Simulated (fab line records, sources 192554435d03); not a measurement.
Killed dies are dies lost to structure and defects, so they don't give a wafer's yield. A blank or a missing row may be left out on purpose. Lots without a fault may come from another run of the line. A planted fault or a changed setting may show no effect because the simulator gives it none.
Which tool did it? | flow n5_finfet | 24 lots, 72 wafers sampled, at 6 steps of a route of 1938

WHAT THE GAUGES READ, wafer by wafer
N5_ILD0_INSPECT_06: inspects for defects (darkfield).
lot  | measured    | on                | raw_defect_count
L074 | day 3 18:51 | defect_inspect-01 | 31 77 23
L075 | day 4 01:56 | defect_inspect-01 | 56 50 43
L076 | day 4 08:14 | defect_inspect-02 | 25 40 25
L077 | day 4 13:33 | defect_inspect-01 | 53 42 42
L078 | day 4 18:11 | defect_inspect-01 | 23 48 20
L079 | day 5 00:25 | defect_inspect-01 | 40 32 29
L080 | day 5 09:22 | defect_inspect-01 | 36 42 50
L081 | day 5 11:50 | defect_inspect-02 | 20 18 36
L082 | day 5 18:07 | defect_inspect-02 | 48 66 55
L083 | day 6 00:28 | defect_inspect-02 | 44 64 67
L084 | day 6 07:20 | defect_inspect-01 | 20 17 28
L085 | day 6 12:34 | defect_inspect-02 | 60 55 55
L086 | day 6 23:38 | defect_inspect-01 | 35 31 16
L087 | day 7 00:40 | defect_inspect-01 | 60 48 36
L088 | day 7 07:44 | defect_inspect-01 | 42 33 25
L089 | day 7 13:55 | defect_inspect-01 | 35 49 32
L090 | day 7 18:59 | defect_inspect-02 | 40 57 48
L091 | day 8 00:10 | defect_inspect-01 | 24 31 39
L092 | day 8 05:33 | defect_inspect-01 | 38 35 34
L093 | day 8 11:04 | defect_inspect-01 | 38 36 44
L094 | day 8 16:57 | defect_inspect-02 | 99 55 83
L095 | day 8 22:25 | defect_inspect-02 | 22 20 23
L096 | day 9 08:30 | defect_inspect-01 | 29 27 8
L097 | day 9 10:36 | defect_inspect-02 | 28 40 71

N5_HKMG_FIN_CD_MEAS_49: target cd 202 nm.
lot  | measured    | on        | cd_nm (nm)
L074 | day 4 01:22 | cd_sem-01 | 201.4 201.3 201.1
L075 | day 4 08:07 | cd_sem-02 | 203.3 204.1 203.2
L076 | day 4 14:31 | cd_sem-01 | 203.3 202.9 202.3
L077 | day 4 19:58 | cd_sem-02 | 202.0 202.3 203.2
L078 | day 5 00:13 | cd_sem-02 | 201.2 202.7 201.4
L079 | day 5 08:37 | cd_sem-03 | 202.0 204.1 202.1
L080 | day 5 16:02 | cd_sem-03 | 202.4 201.4 201.5
L081 | day 5 17:41 | cd_sem-02 | 202.3 202.4 202.2
L082 | day 6 00:22 | cd_sem-01 | 202.0 202.0 201.9
L083 | day 6 07:53 | cd_sem-01 | 203.7 202.9 202.8
L084 | day 6 14:03 | cd_sem-01 | 203.3 202.7 201.9
L085 | day 6 19:10 | cd_sem-01 | 202.7 203.6 202.0
L086 | day 7 05:46 | cd_sem-03 | 201.0 202.6 201.1
L087 | day 7 06:40 | cd_sem-03 | 201.6 201.1 202.1
L088 | day 7 13:40 | cd_sem-01 | 203.5 202.5 202.5
L089 | day 7 19:43 | cd_sem-01 | 202.9 202.4 202.3
L090 | day 8 00:57 | cd_sem-01 | 202.4 202.1 201.0
L091 | day 8 06:08 | cd_sem-01 | 201.3 202.2 202.1
L092 | day 8 11:55 | cd_sem-01 | 201.9 202.4 202.1
L093 | day 8 17:16 | cd_sem-03 | 203.4 203.1 203.6
L094 | day 8 23:53 | cd_sem-01 | 202.2 202.7 203.2
L095 | day 9 05:00 | cd_sem-03 | 202.3 202.4 202.3
L096 | day 9 15:10 | cd_sem-02 | 202.9 202.1 203.5
L097 | day 9 16:47 | cd_sem-01 | 202.8 203.2 202.3

WHICH TOOL RAN EACH LOT (tool, then ch and the chambers of the sampled wafers, then the start)
lot  | N5_DUMMY_GATE_ETCH_42             | N5_SD_EPI_N_SD_RECESS_17        | N5_SD_EPI_P_ETCH_47               | N5_SD_ACTIVATION_RTA_00
L074 | rie_diel-03 ch 0,2,3, day 3 01:53 | rie_si-06 ch 0,1,3, day 3 04:18 | rie_diel-02 ch 0,2,3, day 3 08:34 | rtp_anneal-02 ch 0, day 3 11:50
L075 | rie_diel-03 ch 0,1,3, day 3 09:22 | rie_si-06 ch 1,2,3, day 3 11:23 | rie_diel-01 ch 0,2,3, day 3 15:39 | rtp_anneal-02 ch 0, day 3 18:55
L076 | rie_diel-03 ch 0,2,3, day 3 14:55 | rie_si-06 ch 0,3, day 3 16:49   | rie_diel-03 ch 1,3, day 3 21:46   | rtp_anneal-01 ch 0, day 4 01:05
L077 | rie_diel-03 ch 2,3, day 3 19:16   | rie_si-06 ch 0,3, day 3 21:52   | rie_diel-03 ch 0,2,3, day 4 02:52 | rtp_anneal-01 ch 0, day 4 06:17
L078 | rie_diel-01 ch 0,2, day 3 23:39   | rie_si-03 ch 0,2,3, day 4 01:45 | rie_diel-01 ch 0,2,3, day 4 06:45 | rtp_anneal-01 ch 0, day 4 10:49
L079 | rie_diel-03 ch 0,1,2, day 4 05:07 | rie_si-06 ch 1,2,3, day 4 07:07 | rie_diel-02 ch 0,1,3, day 4 12:31 | rtp_anneal-01 ch 0, day 4 16:35
L080 | rie_diel-03 ch 0,2, day 4 12:17   | rie_si-03 ch 1,2,3, day 4 14:27 | rie_diel-02 ch 1,3, day 4 19:25   | rtp_anneal-02 ch 0, day 5 02:09
L081 | rie_diel-01 ch 2,3, day 4 17:55   | rie_si-06 ch 1,2, day 4 20:19   | rie_diel-02 ch 1,2, day 5 00:50   | rtp_anneal-02 ch 0, day 5 04:15
L082 | rie_diel-03 ch 1,2, day 4 22:16   | rie_si-03 ch 0,1, day 5 02:17   | rie_diel-02 ch 1,3, day 5 07:19   | rtp_anneal-01 ch 0, day 5 10:41
L083 | rie_diel-01 ch 1,3, day 5 06:23   | rie_si-05 ch 1,2, day 5 08:47   | rie_diel-03 ch 1,3, day 5 13:53   | rtp_anneal-01 ch 0, day 5 17:08
L084 | rie_diel-01 ch 0,1, day 5 14:34   | rie_si-05 ch 0,2,3, day 5 16:44 | rie_diel-03 ch 1,2, day 5 21:06   | rtp_anneal-02 ch 0, day 6 00:22
L085 | rie_diel-03 ch 0,1,3, day 5 19:12 | rie_si-05 ch 0,1,2, day 5 21:05 | rie_diel-03 ch 0,1,3, day 6 02:06 | rtp_anneal-01 ch 0, day 6 05:24
L086 | rie_diel-01 ch 0,1,3, day 6 05:38 | rie_si-05 ch 0,1,2, day 6 07:43 | rie_diel-03 ch 0,1,3, day 6 13:14 | rtp_anneal-02 ch 0, day 6 16:28
L087 | rie_diel-01 ch 0,1,2, day 6 06:56 | rie_si-05 ch 0,3, day 6 09:26   | rie_diel-03 ch 0,2,3, day 6 13:54 | rtp_anneal-01 ch 0, day 6 17:20
L088 | rie_diel-03 ch 0,1,2, day 6 14:03 | rie_si-05 ch 1,2, day 6 16:04   | rie_diel-01 ch 2,3, day 6 20:38   | rtp_anneal-02 ch 0, day 7 00:46
L089 | rie_diel-02 ch 0,1,3, day 6 17:22 | rie_si-03 ch 0,1,3, day 6 19:29 | rie_diel-03 ch 0,2,3, day 7 01:20 | rtp_anneal-02 ch 0, day 7 06:22
L090 | rie_diel-02 ch 0,1,2, day 7 00:11 | rie_si-06 ch 2,3, day 7 02:43   | rie_diel-02 ch 0,2,3, day 7 07:40 | rtp_anneal-01 ch 0, day 7 10:54
L091 | rie_diel-01 ch 1,3, day 7 03:59   | rie_si-05 ch 0,2,3, day 7 06:25 | rie_diel-01 ch 1,2,3, day 7 12:54 | rtp_anneal-02 ch 0, day 7 16:12
L092 | rie_diel-02 ch 2,3, day 7 11:59   | rie_si-03 ch 2,3, day 7 13:59   | rie_diel-02 ch 1,2, day 7 19:10   | rtp_anneal-02 ch 0, day 7 22:29
L093 | rie_diel-02 ch 1,2,3, day 7 17:59 | rie_si-03 ch 0,1,2, day 7 20:14 | rie_diel-02 ch 2,3, day 8 00:27   | rtp_anneal-02 ch 0, day 8 03:44
L094 | rie_diel-01 ch 1,2, day 7 23:37   | rie_si-06 ch 0,2,3, day 8 01:43 | rie_diel-01 ch 0,1,3, day 8 06:26 | rtp_anneal-02 ch 0, day 8 09:41
L095 | rie_diel-02 ch 0,1,2, day 8 05:02 | rie_si-06 ch 0,1,3, day 8 06:59 | rie_diel-03 ch 1,2,3, day 8 11:25 | rtp_anneal-01 ch 0, day 8 15:13
L096 | rie_diel-02 ch 1,2, day 8 12:50   | rie_si-05 ch 1,2,3, day 8 17:28 | rie_diel-01 ch 2,3, day 8 21:59   | rtp_anneal-02 ch 0, day 9 01:14
L097 | rie_diel-01 ch 0,2,3, day 8 17:48 | rie_si-03 ch 1,2,3, day 8 19:48 | rie_diel-01 ch 0,2,3, day 8 23:59 | rtp_anneal-02 ch 0, day 9 03:16
- N5_DUMMY_GATE_ETCH_42: etches SiO2 in CHF3/O2, target depth 3.5 nm, time 31 s.
- N5_SD_EPI_N_SD_RECESS_17: chemistry HBr/Cl2/O2, target depth 41 nm, time 23.7 s, bt time 3 s.
- N5_SD_EPI_P_ETCH_47: etches SiOCN in CH3F/O2, target depth 25 nm.
- N5_SD_ACTIVATION_RTA_00: time 0 s.

WHAT THE TOOLS THEMSELVES READ (means of the sampled wafers that have a number; where no wafer has one, the mark that the record gives instead)
N5_DUMMY_GATE_ETCH_42.
lot  | tool        | drypump_motor_current_A (A) | oes_f_703_au (a.u.) | oes_product_au (a.u.) | rf_vpp_V (V) | showerhead_plenum_p_Torr (Torr) | throttle_valve_pct (%)
L074 | rie_diel-03 | 5.8                         | 0.78                | 0.78                  | 41.9         | 2.49                            | 18.79
L075 | rie_diel-03 | 5.4                         | 0.78                | 0.79                  | 40.9         | 2.46                            | 18.94
L076 | rie_diel-03 | 5.9                         | 0.77                | 0.78                  | 41.8         | 2.49                            | 18.80
L077 | rie_diel-03 | 6.0                         | 0.78                | 0.79                  | 42.9         | 2.53                            | 18.71
L078 | rie_diel-01 | 5.7                         | 0.72                | 0.72                  | 41.9         | 2.43                            | 18.91
L079 | rie_diel-03 | 5.7                         | 0.76                | 0.77                  | 41.9         | 2.45                            | 18.87
L080 | rie_diel-03 | 5.7                         | 0.76                | 0.77                  | 41.6         | 2.45                            | 18.91
L081 | rie_diel-01 | 4.9                         | 0.73                | 0.72                  | 42.1         | 2.33                            | 19.09
L082 | rie_diel-03 | 6.0                         | 0.75                | 0.77                  | 42.4         | 2.49                            | 18.74
L083 | rie_diel-01 | 5.4                         | 0.83                | 0.83                  | 42.7         | 2.47                            | 18.98
L084 | rie_diel-01 | 6.1                         | 0.78                | 0.79                  | 42.3         | 2.51                            | 18.86
L085 | rie_diel-03 | 5.4                         | 0.77                | 0.77                  | 41.1         | 2.45                            | 18.95
L086 | rie_diel-01 | 5.7                         | 0.80                | 0.80                  | 42.4         | 2.49                            | 18.93
L087 | rie_diel-01 | 5.6                         | 0.86                | 0.87                  | 42.3         | 2.53                            | 18.79
L088 | rie_diel-03 | 5.7                         | 0.75                | 0.75                  | 42.0         | 2.45                            | 18.91
L089 | rie_diel-02 | 5.3                         | 0.78                | 0.77                  | 42.3         | 2.43                            | 18.79
L090 | rie_diel-02 | 5.4                         | 0.75                | 0.74                  | 42.7         | 2.32                            | 18.91
L091 | rie_diel-01 | 5.4                         | 0.81                | 0.80                  | 42.3         | 2.47                            | 19.02
L092 | rie_diel-02 | 5.8                         | 0.84                | 0.85                  | 42.5         | 2.45                            | 18.90
L093 | rie_diel-02 | 5.5                         | 0.79                | 0.79                  | 42.2         | 2.37                            | 18.81
L094 | rie_diel-01 | 5.1                         | 0.91                | 0.92                  | 43.1         | 2.55                            | 18.77
L095 | rie_diel-02 | 5.4                         | 0.75                | 0.74                  | 43.4         | 2.32                            | 18.92
L096 | rie_diel-02 | 5.7                         | 0.76                | 0.76                  | 41.4         | 2.26                            | 18.92
L097 | rie_diel-01 | 5.4                         | 0.81                | 0.80                  | 42.3         | 2.49                            | 18.89

N5_SD_EPI_N_SD_RECESS_17.
lot  | tool      | drypump_motor_current_A (A) | mfc_cl2_sccm (sccm) | oes_product_au (a.u.) | throttle_valve_pct (%)
L074 | rie_si-06 | 5.5                         | 79.94               | 0.998                 | 36.89
L075 | rie_si-06 | 5.4                         | 80.09               | 0.989                 | 36.84
L076 | rie_si-06 | 5.5                         | 79.99               | 0.993                 | 37.03
L077 | rie_si-06 | 5.5                         | 80.10               | 0.994                 | 37.03
L078 | rie_si-03 | 5.3                         | 79.63               | 1.013                 | 36.82
L079 | rie_si-06 | 5.4                         | 79.73               | 0.989                 | 36.85
L080 | rie_si-03 | 5.4                         | 79.99               | 1.023                 | 37.03
L081 | rie_si-06 | 5.1                         | 80.09               | 0.979                 | 37.02
L082 | rie_si-03 | 5.7                         | 80.01               | 1.008                 | 37.13
L083 | rie_si-05 | 5.3                         | 80.03               | 0.992                 | 37.11
L084 | rie_si-05 | 5.7                         | 79.75               | 0.999                 | 37.00
L085 | rie_si-05 | 5.8                         | 80.32               | 1.001                 | 36.97
L086 | rie_si-05 | 5.7                         | 79.93               | 0.997                 | 36.97
L087 | rie_si-05 | 5.9                         | 79.69               | 1.014                 | 36.94
L088 | rie_si-05 | 5.5                         | 80.07               | 0.985                 | 37.02
L089 | rie_si-03 | 5.4                         | 80.15               | 1.007                 | 37.02
L090 | rie_si-06 | 5.3                         | 79.99               | 0.975                 | 36.95
L091 | rie_si-05 | 5.7                         | 79.99               | 0.997                 | 37.01
L092 | rie_si-03 | 5.3                         | 80.20               | 1.024                 | 36.81
L093 | rie_si-03 | 5.4                         | 79.96               | 1.017                 | 36.94
L094 | rie_si-06 | 5.4                         | 79.91               | 0.982                 | 36.99
L095 | rie_si-06 | 5.5                         | 79.95               | 0.999                 | 36.89
L096 | rie_si-05 | 5.3                         | 80.10               | 0.995                 | 37.16
L097 | rie_si-03 | 5.4                         | 79.93               | 1.017                 | 37.01

N5_SD_EPI_P_ETCH_47.
lot  | tool        | drypump_motor_current_A (A) | oes_f_703_au (a.u.) | oes_product_au (a.u.) | rf_vpp_V (V) | showerhead_plenum_p_Torr (Torr) | throttle_valve_pct (%)
L074 | rie_diel-02 | 5.7                         | 0.84                | 0.84                  | 126.6        | 2.01                            | 16.45
L075 | rie_diel-01 | 5.4                         | 0.76                | 0.74                  | 124.4        | 2.00                            | 16.51
L076 | rie_diel-03 | 5.6                         | 0.78                | 0.79                  | 127.7        | 2.07                            | 16.37
L077 | rie_diel-03 | 5.8                         | 0.77                | 0.78                  | 129.2        | 2.07                            | 16.32
L078 | rie_diel-01 | 5.4                         | 0.74                | 0.74                  | 125.0        | 2.00                            | 16.52
L079 | rie_diel-02 | 5.3                         | 0.81                | 0.79                  | 127.6        | 2.02                            | 16.28
L080 | rie_diel-02 | 5.1                         | 0.80                | 0.78                  | 127.3        | 1.99                            | 16.13
L081 | rie_diel-02 | 5.7                         | 0.77                | 0.78                  | 126.6        | 1.88                            | 16.40
L082 | rie_diel-02 | 5.4                         | 0.85                | 0.84                  | 127.5        | 2.07                            | 16.21
L083 | rie_diel-03 | 5.6                         | 0.77                | 0.78                  | 128.0        | 2.07                            | 16.39
L084 | rie_diel-03 | 6.0                         | 0.75                | 0.75                  | 129.0        | 2.06                            | 16.26
L085 | rie_diel-03 | 5.4                         | 0.76                | 0.76                  | 125.3        | 2.04                            | 16.49
L086 | rie_diel-03 | 5.4                         | 0.76                | 0.76                  | 127.0        | 2.04                            | 16.51
L087 | rie_diel-03 | 5.9                         | 0.75                | 0.76                  | 127.9        | 2.06                            | 16.35
L088 | rie_diel-01 | 4.9                         | 0.92                | 0.90                  | 126.4        | 2.09                            | 16.32
L089 | rie_diel-03 | 5.8                         | 0.75                | 0.76                  | 127.4        | 2.06                            | 16.36
L090 | rie_diel-02 | 5.7                         | 0.81                | 0.80                  | 127.3        | 2.00                            | 16.50
L091 | rie_diel-01 | 5.3                         | 0.87                | 0.86                  | 126.6        | 2.08                            | 16.37
L092 | rie_diel-02 | 5.3                         | 0.74                | 0.74                  | 126.6        | 1.89                            | 16.28
L093 | rie_diel-02 | 5.9                         | 0.81                | 0.82                  | 127.9        | 1.94                            | 16.52
L094 | rie_diel-01 | 5.7                         | 0.78                | 0.78                  | 126.4        | 2.06                            | 16.46
L095 | rie_diel-03 | 5.8                         | 0.74                | 0.75                  | 128.0        | 2.06                            | 16.37
L096 | rie_diel-01 | 5.1                         | 0.84                | 0.82                  | 125.3        | 2.05                            | 16.48
L097 | rie_diel-01 | 5.4                         | 0.81                | 0.79                  | 126.3        | 2.07                            | 16.42

N5_SD_ACTIVATION_RTA_00.
lot  | tool          | lamp_power_pct (%) | lamp_zone_1_pct (%) | wafer_temp_C_max
L074 | rtp_anneal-02 | 8.93               | 8.948               | 974.3
L075 | rtp_anneal-02 | 8.95               | 8.918               | 975.1
L076 | rtp_anneal-01 | 8.99               | 8.971               | 976.6
L077 | rtp_anneal-01 | 8.94               | 8.940               | 974.7
L078 | rtp_anneal-01 | 8.96               | 8.975               | 974.9
L079 | rtp_anneal-01 | 9.00               | 8.940               | 974.9
L080 | rtp_anneal-02 | 9.02               | 8.956               | 973.5
L081 | rtp_anneal-02 | 8.94               | 8.973               | 975.6
L082 | rtp_anneal-01 | 8.94               | 8.948               | 974.5
L083 | rtp_anneal-01 | 8.95               | 8.988               | 976.7
L084 | rtp_anneal-02 | 8.91               | 8.938               | 976.6
L085 | rtp_anneal-01 | 8.97               | 8.941               | 972.9
L086 | rtp_anneal-02 | 9.01               | 8.958               | 976.4
L087 | rtp_anneal-01 | 8.96               | 8.943               | 976.1
L088 | rtp_anneal-02 | 8.95               | 8.937               | 973.7
L089 | rtp_anneal-02 | 8.96               | 8.963               | 976.6
L090 | rtp_anneal-01 | 8.93               | 8.964               | 976.0
L091 | rtp_anneal-02 | 9.02               | 8.973               | 972.7
L092 | rtp_anneal-02 | 8.94               | 8.941               | 974.3
L093 | rtp_anneal-02 | 8.92               | 8.950               | 978.0
L094 | rtp_anneal-02 | 9.00               | 8.948               | 971.7
L095 | rtp_anneal-01 | 8.93               | 8.963               | 973.4
L096 | rtp_anneal-02 | 8.97               | 8.933               | 976.7
L097 | rtp_anneal-02 | 8.93               | 8.924               | 975.5

THE ANSWER, worked out from the rows above alone
Rule: what is usual is taken from the lots themselves. Put in order of their means at a reading, lots are off if they are a third of the lots or fewer, leave a main group of 4 or more, and stand apart from it by a gap of 3 or more times the standard deviation of the main group's means; of several such gaps the widest counts. A main group whose means are all the same, to the digits that the tables above print for the reading, isn't used. A lot without any number at a reading at which 4 lots or more have one is off too. The other lots that the step has rows for count as sound. The gauges are gone through in route order, then the tools' own readings, and for those a lot's mean is taken as printed above. The first step at which some lot is off is used, and at that step the reading that is off furthest; a lot without a number counts as furthest.
No lot is off at any reading shown: from this, nothing can be told.

WHAT THE SIMULATOR HAD PUT IN
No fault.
